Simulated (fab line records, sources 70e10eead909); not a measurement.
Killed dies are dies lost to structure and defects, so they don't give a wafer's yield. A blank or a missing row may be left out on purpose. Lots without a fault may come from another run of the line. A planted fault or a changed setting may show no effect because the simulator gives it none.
fab line records | flow nand_harc
record lots=23 wafers=69 last_day=33
route steps=1302 shown A_CHANNEL_FILL_D1@496 A_DECK1_JOINT@544 A_CHANNEL_HOLE_D2@585
lots that met no fault: from a run of the same line without faults
start_h: hours from the record's first day to the start of the lot's first wafer shown | wait_h: hours since the lot's step before | " the same as in the row above | L1.1+2: a row that stands for several wafers | - no value, or no start given | * or withheld: withheld | < > ~ a bound
route shown NAME@n: a module of which the file shows steps, and the number in the route of the first | usual: mean/standard deviation of fault-free wafers | same: alike in all rows | chamber/n: place in a boat | sites: the reading at each site | _std_site: their standard deviation | _edge_site: outer sites' mean less inner sites' | radius_mm: how far each site lies from the wafer's centre | mask NAME#n: copy n | behind: the tool/chamber that last shaped the wafer | hold: why the lot was held/for how many hours/how that ended | device: the transistor (n, p or np) that didn't switch | end of line: the same wafers' tests at the end of the route | a step without rows: its recipe alone | killed: dies lost to structure and defects at the first sort, not the wafer's yield | map: a wafer's dies, x killed, . not, _ none there
set.NAME: the setting as run; set.NAME@STEP: as run at that earlier step | model.NAME: the simulator's own value behind a step, which no gauge read
steps of the route over a sample of lots; a table a step, a row a wafer
services: from which hour (start_h, from the record's first day; less than 0 if before it) a tool's chamber was out of use, for how many hours, and why
## steps
# step NHARC_A_CHANNEL_FILL_D1_ALD_16
# recipe target_thk_a=15 pulse_time_s=10 ald_cycles=15 temp_c=300 material=SiO2
# usual heater_power_w=491/53 precursor_pulse_height_rel=0.999/0.018
# columns lot.wafer tool chamber start_h wait_h heater_power_w precursor_pulse_height_rel
L074.2 ald_hk-04 0 202.41 0.0 521 1.000
L074.4 " 1 " " 550 0.997
L074.1 " 3 " " 485 1.001
L075.1 ald_hk-04 2 210.98 0.0 527 1.034
L075.4 " 0 " " 525 0.981
L075.3 " 1 " " 552 0.988
L076.3 ald_hk-04 0 224.82 0.4 531 1.030
L076.2 " 1 " " 546 0.975
L076.4 " 2 " " 523 1.009
L077.1 ald_hk-01 2 236.62 0.0 384 1.000
L077.6 " 2 " " 381 0.983
L077.5 " 3 " " 434 0.998
L078.3 ald_hk-04 1 236.62 0.0 544 1.011
L078.4 " 3 " " 483 1.022
L078.2 " 0 " " 532 0.994
L080.1 ald_hk-01 1 253.29 0.1 537 1.004
L080.2 " 0 " " 451 0.974
L080.5 " 1 " " 516 1.007
L079.3 ald_hk-01 2 253.48 0.3 375 1.013
L079.6 " 1 " " 519 0.970
L079.5 " 2 " " 381 1.002
L081.4 ald_hk-01 0 269.25 0.0 450 0.994
L081.3 " 2 " " 389 0.999
L081.5 " 1 " " 517 0.975
L082.1 ald_hk-04 2 286.71 0.0 546 0.999
L082.2 " 3 " " 478 1.019
L082.6 " 3 " " 472 1.009
L083.4 ald_hk-01 0 292.48 0.1 457 1.021
L083.1 " 1 " " 521 0.966
L083.5 " 3 " " 446 1.039
L085.3 ald_hk-04 1 310.88 0.1 540 1.029
L085.1 " 3 " " 473 1.034
L085.6 " 0 " " 525 1.013
L086.4 ald_hk-03 3 319.24 0.0 423 0.967
L086.2 " 0 " " 517 1.017
L086.3 " 1 " " 422 1.014
L087.2 ald_hk-04 2 325.59 0.1 548 0.969
L087.3 " 3 " " 479 0.999
L087.6 " 1 " " 536 1.001
L088.4 ald_hk-01 0 346.42 0.1 491 0.993
L088.3 " 2 " " 383 0.971
L088.6 " 0 " " 497 1.008
L089.3 ald_hk-01 2 346.61 0.3 384 1.026
L089.6 " 0 " " 503 0.990
L089.5 " 1 " " 522 1.024
L090.1 ald_hk-01 3 366.22 0.0 446 1.013
L090.3 " 0 " " 490 1.028
L090.2 " 1 " " 519 0.996
L091.2 ald_hk-04 0 381.07 0.0 515 1.038
L091.3 " 1 " " 534 1.003
L091.6 " 1 " " 549 1.018
L092.4 ald_hk-01 1 384.29 0.1 510 1.004
L092.3 " 3 " " 447 0.992
L092.5 " 0 " " 485 1.003
L093.2 ald_hk-04 2 389.31 0.1 551 1.032
L093.3 " 3 " " 494 1.004
L093.5 " 1 " " 541 1.004
L094.1 ald_hk-01 1 404.27 0.0 515 1.017
L094.4 " 2 " " 387 1.014
L094.3 " 3 " " 445 0.994
L095.3 ald_hk-04 3 409.76 0.1 475 0.999
L095.5 " 1 " " 551 1.020
L095.6 " 2 " " 552 0.977
L096.3 ald_hk-04 0 420.54 0.0 520 1.009
L096.1 " 2 " " 542 1.031
L096.5 " 1 " " 552 1.017
L097.4 ald_hk-04 3 427.98 0.1 485 1.014
L097.3 " 0 " " 517 1.003
L097.2 " 1 " " 529 1.001
# step NHARC_A_DECK1_JOINT_INSPECT_05
# usual raw_defect_count=312/150
# columns lot.wafer tool chamber start_h wait_h raw_defect_count
L075.1 defect_inspect-02 - 279.06 0.0 292
L075.3 " - " " 265
L075.4 " - " " 491
L074.1 defect_inspect-01 - 279.07 0.0 162
L074.2 " - " " 213
L074.4 " - " " 201
L076.2 defect_inspect-02 - 296.72 0.0 271
L076.3 " - " " 258
L076.4 " - " " 300
L077.1 defect_inspect-02 - 308.63 0.0 303
L077.5 " - " " 239
L077.6 " - " " 294
L078.2 defect_inspect-01 - 308.64 0.0 278
L078.3 " - " " 269
L078.4 " - " " 290
L079.3 defect_inspect-02 - 332.78 0.0 874
L079.5 " - " " 947
L079.6 " - " " 907
L080.1 defect_inspect-01 - 332.81 0.0 249
L080.2 " - " " 101
L080.5 " - " " 237
L081.3 defect_inspect-02 - 345.12 0.0 288
L081.4 " - " " 242
L081.5 " - " " 293
L083.1 defect_inspect-02 - 358.81 0.0 255
L083.4 " - " " 222
L083.5 " - " " 191
L082.1 defect_inspect-01 - 358.96 0.0 461
L082.2 " - " " 475
L082.6 " - " " 317
L085.1 defect_inspect-02 - 381.87 0.0 393
L085.3 " - " " 322
L085.6 " - " " 265
L086.2 defect_inspect-01 - 391.43 0.0 514
L086.3 " - " " 230
L086.4 " - " " 243
L087.2 defect_inspect-01 - 396.20 0.0 380
L087.3 " - " " 630
L087.6 " - " " 364
L089.3 defect_inspect-02 - 415.30 0.0 364
L089.5 " - " " 566
L089.6 " - " " 290
L088.3 defect_inspect-02 - 415.42 0.0 245
L088.4 " - " " 226
L088.6 " - " " 299
L090.1 defect_inspect-02 - 442.05 0.0 139
L090.2 " - " " 108
L090.3 " - " " 95
L091.2 defect_inspect-02 - 452.00 0.0 144
L091.3 " - " " 201
L091.6 " - " " 252
L092.3 defect_inspect-02 - 456.69 0.0 311
L092.4 " - " " 196
L092.5 " - " " 189
L093.2 defect_inspect-01 - 456.70 0.0 299
L093.3 " - " " 271
L093.5 " - " " 233
L094.1 defect_inspect-02 - 480.24 0.0 493
L094.3 " - " " 411
L094.4 " - " " 345
L095.3 defect_inspect-01 - 480.24 0.0 477
L095.5 " - " " 329
L095.6 " - " " 193
L096.1 defect_inspect-02 - 495.48 0.0 321
L096.3 " - " " 181
L096.5 " - " " 271
L097.2 defect_inspect-01 - 508.49 0.0 341
L097.3 " - " " 483
L097.4 " - " " 342
# step NHARC_A_CHANNEL_HOLE_D2_DESCUM_15
# recipe time_s=3 o2_flow_sccm=200 ar_flow_sccm=0 bias_power_w=0 chemistry=O2
# usual chamber_pressure_mTorr=60.01/0.059 drypump_motor_current_A=5.71/0.29 oes_product_au=1.001/0.013 rf_vpp_V=57.7/0.86 showerhead_plenum_p_Torr=1.88/0.073 throttle_valve_pct=11.311/0.0094
# columns lot.wafer tool chamber start_h wait_h chamber_pressure_mTorr drypump_motor_current_A oes_product_au rf_hours_counter_h rf_vpp_V showerhead_plenum_p_Torr throttle_valve_pct
L074.1 rie_diel-12 1 295.02 0.1 59.92 5.93 1.012 0.3 56.9 1.96 11.303
L074.4 " 2 " " 59.95 5.62 0.981 0.3 58.3 1.81 11.298
L074.2 " 3 " " 60.03 6.15 1.000 0.3 56.2 1.81 11.314
L075.1 rie_diel-08 0 295.20 0.1 59.87 5.16 1.002 5.1 55.6 1.97 11.314
L075.4 " 1 " " 59.96 5.38 1.021 4.8 58.1 1.84 11.312
L075.3 " 2 " " 60.05 5.86 1.026 6.5 58.5 1.95 11.311
L076.4 rie_diel-12 0 318.31 0.1 60.00 5.93 1.005 2.3 56.8 1.84 11.321
L076.3 " 2 " " 59.91 5.66 0.984 0.8 56.9 1.81 11.308
L076.2 " 3 " " 60.00 6.20 1.014 2.1 58.2 1.81 11.299
L077.1 rie_diel-08 2 328.24 0.1 60.06 5.85 1.007 7.9 58.4 1.95 11.306
L077.5 " 2 " " 59.98 5.83 1.016 - 57.5 1.95 11.306
L077.6 " 3 " " 60.00 5.45 0.994 - 56.0 1.85 11.333
L078.3 rie_diel-11 2 329.01 0.1 59.96 5.98 0.999 3.6 58.9 2.00 11.295
L078.4 " 3 " " 60.01 5.47 1.001 3.2 57.0 1.83 11.317
L078.2 " 1 " " 59.95 5.93 0.995 3.5 58.4 1.93 11.315
L080.1 rie_diel-11 2 350.98 0.1 60.00 6.01 1.006 4.7 57.6 2.00 11.298
L080.2 " 0 " " 60.16 5.49 0.989 3.8 57.9 1.81 11.317
L080.5 " 2 " " 60.03 6.00 1.006 - 58.5 2.00 11.305
L079.3 rie_diel-12 1 351.18 0.1 60.03 5.93 1.019 4.3 58.1 1.95 11.325
L079.6 " 2 " " 59.97 5.59 0.973 - 57.6 1.81 11.308
L079.5 " 3 " " 59.96 6.21 1.010 - 56.8 1.81 11.293
L081.4 rie_diel-11 0 363.33 0.1 60.03 5.50 0.994 4.4 58.1 1.81 11.309
L081.3 " 3 " " 60.05 5.56 1.004 4.8 57.0 1.83 11.303
L081.5 " 1 " " 60.04 5.93 0.990 - 58.2 1.93 11.314
L082.2 rie_diel-11 0 374.59 0.1 59.94 5.49 0.988 4.9 58.5 1.81 11.314
L082.1 " 1 " " 59.96 5.93 0.998 5.7 57.8 1.93 11.307
L082.6 " 2 " " 59.94 6.01 1.007 - 57.7 2.00 11.306
L083.4 rie_diel-12 3 374.73 0.1 60.11 6.20 1.006 5.7 58.1 1.80 11.304
L083.1 " 1 " " 60.14 5.94 1.012 6.1 58.5 1.95 11.315
L083.5 " 3 " " 60.09 6.22 1.010 - 55.7 1.81 11.298
L085.3 rie_diel-11 2 398.53 0.1 60.03 5.98 0.995 8.5 59.1 2.00 11.310
L085.1 " 1 " " 60.05 5.88 0.997 7.3 55.5 1.93 11.313
L085.6 " 2 " " 59.94 5.94 0.998 - 58.7 2.00 11.321
L086.4 rie_diel-12 0 410.06 0.1 60.00 5.89 0.997 8.6 56.5 1.84 11.307
L086.3 " 1 " " 59.90 5.93 1.017 8.5 57.8 1.95 11.323
L086.2 " 3 " " 60.02 6.19 1.015 7.9 57.7 1.80 11.296
L087.2 rie_diel-08 1 415.43 0.1 60.02 5.36 1.014 1.5 56.4 1.84 11.294
L087.3 " 3 " " 59.99 5.45 1.010 1.3 57.8 1.85 11.317
L087.6 " 2 " " 60.11 5.81 1.030 - 58.9 1.95 11.302
L089.3 rie_diel-12 1 434.07 0.1 59.96 5.92 1.010 10.0 58.2 1.95 11.319
L089.5 " 0 " " 59.99 5.95 1.005 - 57.0 1.84 11.303
L089.6 " 1 " " 60.02 5.91 1.019 - 58.2 1.95 11.307
L088.4 rie_diel-08 0 434.22 0.1 59.97 5.15 1.012 1.9 57.9 1.97 11.301
L088.3 " 2 " " 60.12 5.86 1.021 2.4 58.1 1.95 11.320
L088.6 " 0 " " 59.97 5.17 1.001 - 58.6 1.97 11.320
L090.2 rie_diel-11 3 462.39 0.1 60.03 5.54 1.015 0.6 56.2 1.83 11.331
L090.1 " 1 " " 59.94 5.95 0.981 0.6 57.4 1.93 11.307
L090.3 " 2 " " 59.97 5.98 1.000 0.6 58.0 2.00 11.314
L091.3 rie_diel-11 3 469.04 0.1 60.04 5.49 1.001 1.4 58.0 1.83 11.318
L091.2 " 1 " " 60.01 5.91 0.985 1.5 56.7 1.93 11.305
L091.6 " 3 " " 59.91 5.48 1.009 - 58.9 1.82 11.303
L092.4 rie_diel-11 1 474.46 0.1 60.00 5.95 0.991 2.0 58.3 1.93 11.322
L092.3 " 2 " " 59.95 6.01 1.010 2.1 58.5 2.00 11.294
L092.5 " 1 " " 59.97 5.94 0.988 - 59.3 1.93 11.306
L093.3 rie_diel-08 1 474.63 0.1 59.98 5.38 0.994 4.7 57.8 1.84 11.314
L093.2 " 2 " " 60.02 5.81 1.016 5.0 58.2 1.95 11.303
L093.5 " 1 " " 59.97 5.36 1.006 - 58.7 1.84 11.307
L094.4 rie_diel-11 0 498.40 0.1 60.04 5.49 0.975 3.6 58.9 1.81 11.308
L094.1 " 1 " " 60.00 5.90 0.981 3.6 58.4 1.93 11.320
L094.3 " 3 " " 59.95 5.51 1.012 3.6 56.2 1.82 11.311
L095.3 rie_diel-08 0 498.86 0.1 59.94 5.14 1.005 6.7 57.9 1.97 11.320
L095.5 " 2 " " 59.94 5.82 1.012 - 57.5 1.95 11.314
L095.6 " 3 " " 60.05 5.45 1.010 - 58.5 1.85 11.306
L096.3 rie_diel-11 3 511.72 0.1 60.13 5.53 1.013 4.6 57.4 1.82 11.312
L096.1 " 0 " " 59.97 5.49 0.984 4.6 58.3 1.80 11.304
L096.5 " 0 " " 59.97 5.50 0.983 - 56.8 1.80 11.322
L097.4 rie_diel-12 2 528.11 0.1 59.95 5.63 0.979 3.2 57.6 1.80 11.294
L097.3 " 0 " " 59.93 5.92 0.997 5.6 57.8 1.83 11.313
L097.2 " 1 " " 59.94 5.93 0.995 5.6 57.2 1.95 11.302
# step NHARC_A_CHANNEL_HOLE_D2_ETCH_26
# recipe bias_v=300 source_w=2000 pressure_mtorr=30 time_s=224.1 ar_flow_sccm=375 c4f8_flow_sccm=11.4 o2_flow_sccm=113.6 temp_c=-20 target_depth_a=3000 chemistry=C4F8/O2/Ar
# usual chamber_pressure_mTorr=30.00/0.03 drypump_motor_current_A=5.8/0.35 showerhead_plenum_p_Torr=3.75/0.13 temp_c=-20.03/0.097 throttle_valve_pct=24.584/0.0093
# columns lot.wafer tool chamber start_h wait_h chamber_pressure_mTorr drypump_motor_current_A rf_hours_counter_h showerhead_plenum_p_Torr temp_c throttle_valve_pct
L074.1 har_etch-02 1 299.99 0.7 29.99 5.4 355 3.60 -20.14 24.589
L074.2 " 0 " " 30.00 6.4 355 3.66 -19.87 24.575
L074.4 " 1 " " 30.01 5.4 - 3.60 -20.08 24.584
L075.1 har_etch-01 0 300.37 0.7 30.01 5.8 164 3.74 -20.03 24.605
L075.4 " 0 " " 29.97 5.8 - 3.74 -20.03 24.567
L075.3 " 1 " " 29.99 5.6 - 3.74 -19.96 24.598
L076.2 har_etch-01 1 323.27 0.7 30.00 5.6 175 3.73 -19.88 24.581
L076.4 " 1 " " 30.02 5.6 - 3.73 -19.89 24.581
L076.3 " 0 " " 29.99 5.8 - 3.73 -20.05 24.589
L077.1 har_etch-01 0 336.22 0.7 30.07 5.8 183 3.73 -19.86 24.594
L077.6 " 0 " " 30.09 5.8 - 3.73 -19.94 24.576
L077.5 " 1 " " 30.00 5.6 - 3.73 -20.08 24.567
L078.2 har_etch-02 0 336.92 0.6 30.00 6.4 378 3.65 -20.12 24.584
L078.3 " 1 " " 30.00 5.4 - 3.58 -20.11 24.591
L078.4 " 0 " " 30.05 6.4 - 3.65 -20.06 24.582
L080.1 har_etch-01 1 355.96 0.8 29.97 5.7 195 3.72 -20.07 24.583
L080.2 " 0 " " 29.99 5.7 195 3.72 -20.07 24.568
L080.5 " 1 " " 30.00 5.7 - 3.72 -20.14 24.590
L079.3 har_etch-02 1 357.84 0.5 29.99 5.4 - 3.58 -19.97 24.583
L079.6 " 1 " " 30.05 5.4 - 3.58 -20.06 24.580
L079.5 " 0 " " 29.96 6.4 - 3.64 -20.21 24.575
L081.4 har_etch-02 0 370.72 0.5 29.93 6.4 - 3.64 -20.03 24.575
L081.3 " 1 " " 29.97 5.4 - 3.57 -20.04 24.584
L081.5 " 1 " " 29.97 5.4 - 3.57 -20.01 24.591
L082.1 har_etch-01 1 379.52 0.7 30.00 5.6 210 3.71 -19.88 24.578
L082.2 " 0 " " 29.98 5.8 210 3.71 -19.80 24.562
L082.6 " 0 " " 30.02 5.8 - 3.71 -19.91 24.586
L083.1 har_etch-02 0 380.22 0.6 30.03 6.4 405 3.63 -20.03 24.573
L083.4 " 1 " " 30.00 5.4 - 3.57 -19.97 24.589
L083.5 " 0 " " 29.99 6.4 - 3.63 -19.93 24.585
L085.1 har_etch-02 1 405.26 0.6 30.00 5.4 7 3.99 -19.90 24.580
L085.3 " 1 " " 29.99 5.4 - 3.99 -20.04 24.580
L085.6 " 1 " " 30.04 5.4 - 3.99 -19.94 24.584
L086.2 har_etch-01 1 415.02 0.7 30.01 5.6 237 3.70 -19.91 24.592
L086.3 " 1 " " 30.00 5.7 - 3.70 -20.03 24.563
L086.4 " 0 " " 30.02 5.7 - 3.70 -20.08 24.575
L087.2 har_etch-01 1 420.43 0.7 30.01 5.7 241 3.69 -20.06 24.587
L087.3 " 0 " " 29.96 5.8 - 3.69 -20.00 24.581
L087.6 " 0 " " 30.00 5.8 - 3.69 -20.00 24.576
L089.3 har_etch-02 0 439.10 0.5 29.99 6.4 - 3.98 -20.20 24.586
L089.6 " 0 " " 29.99 6.4 - 3.98 -20.27 24.563
L089.5 " 1 " " 29.96 5.4 - 3.98 -20.16 24.577
L088.4 har_etch-01 0 439.24 0.5 30.04 5.8 - 3.69 -20.16 24.596
L088.3 " 1 " " 30.03 5.7 - 3.69 -19.93 24.583
L088.6 " 0 " " 30.01 5.8 - 3.69 -19.99 24.580
L090.1 har_etch-01 0 467.32 0.7 30.02 5.8 264 3.68 -20.05 24.576
L090.2 " 1 " " 29.97 5.7 264 3.68 -20.07 24.568
L090.3 " 1 " " 30.02 5.6 - 3.68 -20.06 24.585
L091.2 har_etch-02 1 474.01 0.7 30.01 5.4 45 3.96 -20.06 24.582
L091.3 " 1 " " 29.98 5.4 - 3.96 -20.16 24.586
L091.6 " 0 " " 30.03 6.4 - 3.96 -20.16 24.598
L092.3 har_etch-02 0 482.44 0.5 30.03 6.4 - 3.96 -20.00 24.596
L092.4 " 1 " " 30.00 5.4 - 3.96 -20.33 24.566
L092.5 " 1 " " 29.98 5.4 - 3.96 -20.15 24.579
L093.2 har_etch-01 0 482.61 0.7 30.04 5.8 275 3.67 -20.05 24.585
L093.3 " 1 " " 29.98 5.7 - 3.68 -20.00 24.586
L093.5 " 1 " " 29.99 5.7 - 3.68 -20.13 24.596
L094.1 har_etch-01 0 503.35 0.7 30.01 5.8 283 3.67 -20.12 24.580
L094.3 " 0 " " 29.98 5.8 - 3.67 -20.01 24.589
L094.4 " 1 " " 30.02 5.7 - 3.67 -20.10 24.597
L095.3 har_etch-02 1 504.40 0.4 30.00 5.4 - 3.95 -19.92 24.590
L095.5 " 0 " " 29.99 6.4 - 3.95 -20.22 24.591
L095.6 " 1 " " 30.02 5.4 - 3.95 -19.79 24.574
L096.1 har_etch-01 1 516.93 0.6 30.01 5.7 294 3.66 -19.95 24.571
L096.3 " 0 " " 30.00 5.8 - 3.66 -20.09 24.580
L096.5 " 0 " " 29.97 5.8 - 3.66 -20.04 24.604
L097.2 har_etch-02 0 534.09 0.7 30.01 6.4 84 3.94 -20.04 24.584
L097.3 " 0 " " 29.99 6.4 - 3.94 -20.04 24.582
L097.4 " 1 " " 30.00 5.4 - 3.94 -19.98 24.589
# step NHARC_A_CHANNEL_HOLE_D2_ETCH_44
# recipe target_depth_a=1400 overetch_a=140 time_s=77 ion_energy_ev=100 cf4_flow_sccm=80 o2_flow_sccm=20 ar_flow_sccm=0 rf_w=300 bias_w=100 chemistry=CF4/O2
# usual bias_w=100.0/0.31 chamber_pressure_mTorr=30.003/0.025 drypump_motor_current_A=5.73/0.29 oes_product_au=1.003/0.014 rf_vpp_V=197.3/1.3 showerhead_plenum_p_Torr=1.31/0.047 throttle_valve_pct=13.398/0.0088
# columns lot.wafer tool chamber start_h wait_h bias_w chamber_pressure_mTorr drypump_motor_current_A oes_product_au rf_hours_counter_h rf_vpp_V showerhead_plenum_p_Torr throttle_valve_pct
L074.4 rie_diel-08 1 300.94 0.0 99.9 30.002 5.37 1.022 5.4 197.7 1.29 13.390
L074.1 " 2 " " 99.3 30.032 5.81 1.028 7.3 198.3 1.36 13.391
L074.2 " 3 " " 100.0 29.996 5.43 0.994 7.4 198.0 1.29 13.387
L075.1 rie_diel-11 3 301.32 0.1 100.1 30.000 5.52 1.016 1.7 196.3 1.28 13.402
L075.4 " 0 " " 99.7 30.002 5.47 1.001 1.6 197.7 1.26 13.413
L075.3 " 1 " " 100.1 29.996 5.91 0.987 2.0 197.8 1.35 13.417
L076.2 rie_diel-12 3 324.22 0.1 100.1 30.022 6.14 1.009 2.9 194.8 1.26 13.389
L076.3 " 0 " " 100.1 29.978 5.91 1.000 3.1 197.1 1.28 13.406
L076.4 " 1 " " 99.7 29.972 5.94 1.014 2.9 198.0 1.36 13.400
L077.1 rie_diel-08 1 337.19 0.1 99.5 30.004 5.37 1.020 6.8 196.3 1.28 13.400
L077.5 " 2 " " 99.8 29.978 5.82 1.013 - 198.4 1.36 13.399
L077.6 " 3 " " 99.7 30.003 5.43 0.992 - 197.3 1.29 13.404
L078.3 rie_diel-08 2 337.84 0.1 100.2 30.025 5.85 1.001 8.6 197.2 1.36 13.398
L078.2 " 3 " " 100.3 30.006 5.46 0.992 8.8 195.9 1.29 13.397
L078.4 " 0 " " 100.3 30.008 5.14 1.002 7.2 199.8 1.37 13.399
L080.1 rie_diel-11 2 356.90 0.1 100.0 30.025 5.99 1.002 5.4 198.4 1.39 13.394
L080.2 " 3 " " 100.2 30.009 5.49 1.008 4.7 197.0 1.28 13.404
L080.5 " 2 " " 100.1 29.986 5.95 0.992 - 200.6 1.39 13.392
L079.3 rie_diel-12 1 358.74 0.1 100.5 29.975 5.93 1.007 5.0 197.8 1.36 13.394
L079.6 " 2 " " 99.6 30.015 5.61 0.981 - 195.4 1.26 13.402
L079.5 " 3 " " 100.6 29.971 6.14 1.005 - 196.0 1.26 13.403
L081.4 rie_diel-12 0 371.59 0.1 99.9 29.995 5.90 0.998 6.5 196.6 1.28 13.390
L081.3 " 2 " " 99.6 30.026 5.62 0.980 3.7 196.8 1.26 13.403
L081.5 " 0 " " 99.9 30.017 5.91 1.002 - 194.9 1.28 13.373
L082.2 rie_diel-11 3 380.48 0.1 100.1 29.993 5.51 0.990 6.3 196.4 1.28 13.398
L082.1 " 0 " " 100.2 29.979 5.51 0.980 5.3 196.9 1.26 13.406
L082.6 " 1 " " 100.8 29.982 5.92 0.978 - 198.3 1.35 13.400
L083.4 rie_diel-12 0 381.14 0.1 99.5 29.996 5.92 1.015 7.2 196.9 1.28 13.390
L083.1 " 1 " " 100.2 30.018 5.93 0.991 6.7 197.3 1.36 13.423
L083.5 " 2 " " 99.9 30.004 5.67 0.982 - 195.6 1.26 13.402
L085.1 rie_diel-11 3 406.17 0.1 99.5 30.001 5.51 1.008 8.1 196.9 1.28 13.393
L085.3 " 0 " " 100.5 29.979 5.50 0.986 6.9 197.0 1.26 13.406
L085.6 " 0 " " 100.4 30.039 5.50 0.989 - 195.7 1.26 13.396
L086.3 rie_diel-12 1 415.96 0.0 99.9 29.995 5.95 1.018 9.5 198.4 1.36 13.391
L086.2 " 2 " " 100.0 29.990 5.63 0.987 8.3 197.4 1.26 13.406
L086.4 " 3 " " 100.2 29.998 6.17 1.015 9.5 197.7 1.26 13.396
L087.2 rie_diel-12 0 421.40 0.1 99.8 29.982 5.91 1.004 9.6 194.8 1.28 13.406
L087.3 " 1 " " 100.0 29.989 5.94 1.013 9.7 198.2 1.36 13.392
L087.6 " 2 " " 100.0 30.020 5.64 0.983 - 195.9 1.26 13.392
L089.3 rie_diel-08 3 440.03 0.1 99.6 30.031 5.44 1.016 2.9 196.7 1.29 13.385
L089.5 " 2 " " 100.4 30.037 5.82 1.024 - 197.8 1.36 13.398
L089.6 " 3 " " 99.8 30.003 5.42 1.013 - 196.1 1.29 13.402
L088.4 rie_diel-08 2 440.46 0.4 100.0 29.970 5.83 1.028 3.3 198.2 1.36 13.407
L088.3 " 0 " " 99.4 30.012 5.14 1.001 2.5 197.3 1.37 13.414
L088.6 " 1 " " 99.3 29.976 5.37 1.003 - 197.5 1.28 13.398
L090.2 rie_diel-12 1 468.27 0.1 99.8 29.999 5.93 1.011 0.7 198.3 1.36 13.398
L090.3 " 2 " " 100.0 29.985 5.62 0.976 1.2 197.5 1.26 13.403
L090.1 " 0 " " 99.7 30.001 5.93 1.005 0.7 197.2 1.28 13.406
L091.3 rie_diel-12 1 474.97 0.1 100.6 29.925 5.92 1.011 0.9 199.0 1.36 13.396
L091.2 " 2 " " 100.1 29.999 5.60 0.990 1.4 197.1 1.26 13.389
L091.6 " 0 " " 100.0 29.997 5.87 1.003 - 197.5 1.28 13.395
L092.3 rie_diel-12 3 483.36 0.1 100.5 30.018 6.18 1.009 1.8 195.1 1.26 13.408
L092.4 " 0 " " 99.6 29.951 5.93 1.014 - 196.8 1.28 13.407
L092.5 " 1 " " 100.2 30.001 5.92 1.001 - 198.3 1.36 13.409
L093.3 rie_diel-08 1 483.55 0.1 99.4 30.024 5.36 1.007 5.1 198.3 1.28 13.409
L093.2 " 0 " " 100.3 30.022 5.10 1.016 5.9 198.7 1.37 13.400
L093.5 " 2 " " 99.4 30.025 5.82 1.019 - 198.5 1.36 13.399
L094.3 rie_diel-12 0 504.33 0.1 99.6 30.053 5.91 0.995 2.8 196.7 1.28 13.403
L094.1 " 1 " " 99.9 30.025 5.93 0.994 2.8 198.8 1.36 13.404
L094.4 " 0 " " 100.3 29.977 5.86 1.004 - 196.6 1.28 13.387
L095.3 rie_diel-08 3 505.26 0.1 100.1 29.992 5.44 1.017 8.2 197.8 1.29 13.410
L095.6 " 0 " " 100.1 29.988 5.14 1.001 - 197.4 1.37 13.394
L095.5 " 1 " " 99.9 29.982 5.37 1.000 - 196.2 1.28 13.400
L096.3 rie_diel-11 1 517.85 0.1 99.7 30.035 5.92 0.987 4.7 197.4 1.35 13.399
L096.1 " 2 " " 100.0 29.987 5.96 0.995 5.5 199.6 1.39 13.398
L096.5 " 1 " " 99.7 29.987 5.89 0.977 - 197.3 1.35 13.399
L097.3 rie_diel-11 1 535.03 0.1 100.2 30.017 5.90 0.990 5.4 197.3 1.35 13.401
L097.2 " 3 " " 99.6 30.005 5.50 1.016 6.1 197.5 1.27 13.400
L097.4 " 0 " " 100.1 29.968 5.48 0.988 6.1 195.8 1.26 13.402
# step NHARC_A_CHANNEL_HOLE_D2_CD_MEAS_31
# usual cd_nm=89.9/1.8
# columns lot.wafer tool chamber start_h wait_h cd_nm
L074.1 cd_sem-03 - 301.73 - 91.0
L074.2 " - " " 89.9
L074.4 " - " " 87.1
L075.1 cd_sem-02 - 302.11 - 86.2
L075.3 " - " " 90.1
L075.4 " - " " 86.8
L076.2 cd_sem-02 - 325.02 - 90.4
L076.3 " - " " 88.8
L076.4 " - " " 90.5
L077.1 cd_sem-02 - 337.97 - 90.7
L077.5 " - " " 91.8
L077.6 " - " " 91.5
L078.2 cd_sem-01 - 338.63 - 93.6
L078.3 " - " " 91.5
L078.4 " - " " 89.1
L080.1 cd_sem-03 - 357.69 - 88.7
L080.2 " - " " 85.8
L080.5 " - " " 87.5
L079.3 cd_sem-01 - 359.51 - 90.5
L079.5 " - " " 91.4
L079.6 " - " " 89.6
L081.3 cd_sem-01 - 372.40 - 91.2
L081.4 " - " " 91.5
L081.5 " - " " 91.9
L082.1 cd_sem-03 - 381.26 - 89.1
L082.2 " - " " 87.3
L082.6 " - " " 92.1
L083.1 cd_sem-03 - 381.93 - 89.7
L083.4 " - " " 93.2
L083.5 " - " " 90.3
L085.1 cd_sem-02 - 406.98 - 88.8
L085.3 " - " " 87.1
L085.6 " - " " 88.5
L086.2 cd_sem-03 - 416.76 - 90.7
L086.3 " - " " 90.8
L086.4 " - " " 93.2
L087.2 cd_sem-03 - 422.18 - 91.1
L087.3 " - " " 90.2
L087.6 " - " " 89.8
L089.3 cd_sem-01 - 440.85 - 87.4
L089.5 " - " " 90.7
L089.6 " - " " 88.3
L088.3 cd_sem-02 - 441.29 0.1 91.0
L088.4 " - " " 91.7
L088.6 " - " " 90.6
L090.1 cd_sem-03 - 469.06 - 90.4
L090.2 " - " " 92.2
L090.3 " - " " 90.0
L091.2 cd_sem-01 - 475.75 - 91.1
L091.3 " - " " 89.2
L091.6 " - " " 90.3
L092.3 cd_sem-02 - 484.28 - 93.1
L092.4 " - " " 92.0
L092.5 " - " " 90.2
L093.2 cd_sem-01 - 484.35 - 88.1
L093.3 " - " " 88.6
L093.5 " - " " 87.4
L094.1 cd_sem-03 - 505.25 - 88.1
L094.3 " - " " 89.7
L094.4 " - " " 87.3
L095.3 cd_sem-03 - 506.04 - 90.6
L095.5 " - " " 89.2
L095.6 " - " " 87.4
L096.1 cd_sem-02 - 518.65 - 89.0
L096.3 " - " " 91.0
L096.5 " - " " 90.0
L097.2 cd_sem-01 - 535.83 - 87.4
L097.3 " - " " 90.3
L097.4 " - " " 87.7
## services
# columns tool chamber start_h hours kind
har_etch-01 - 188.98 3.0 repair
rie_diel-08 - 190.80 9.0 pm
ald_hk-03 - 212.77 10.0 pm
rie_diel-08 1 221.98 10.4 repair
rie_diel-08 0 224.03 3.3 repair
rie_diel-08 0 231.45 4.5 repair
rie_diel-12 1 243.10 13.9 repair
ald_hk-04 - 254.21 10.0 pm
rie_diel-11 - 255.50 9.0 pm
rie_diel-12 - 268.40 9.0 pm
ald_hk-03 - 269.14 1.0 repair
ald_hk-01 - 298.59 10.0 pm
rie_diel-12 2 303.92 14.4 repair
rie_diel-08 0 307.62 2.7 repair
rie_diel-08 - 368.27 9.0 pm
har_etch-02 - 380.57 17.0 pm
rie_diel-08 2 381.85 6.3 repair
rie_diel-11 - 432.50 9.0 pm
rie_diel-12 - 445.40 9.0 pm
rie_diel-12 2 480.76 34.4 repair
rie_diel-11 - 490.77 1.1 repair
rie_diel-11 1 508.93 6.7 repair
rie_diel-12 3 512.03 5.4 repair
rie_diel-08 1 515.01 1.2 repair
## key
fault none
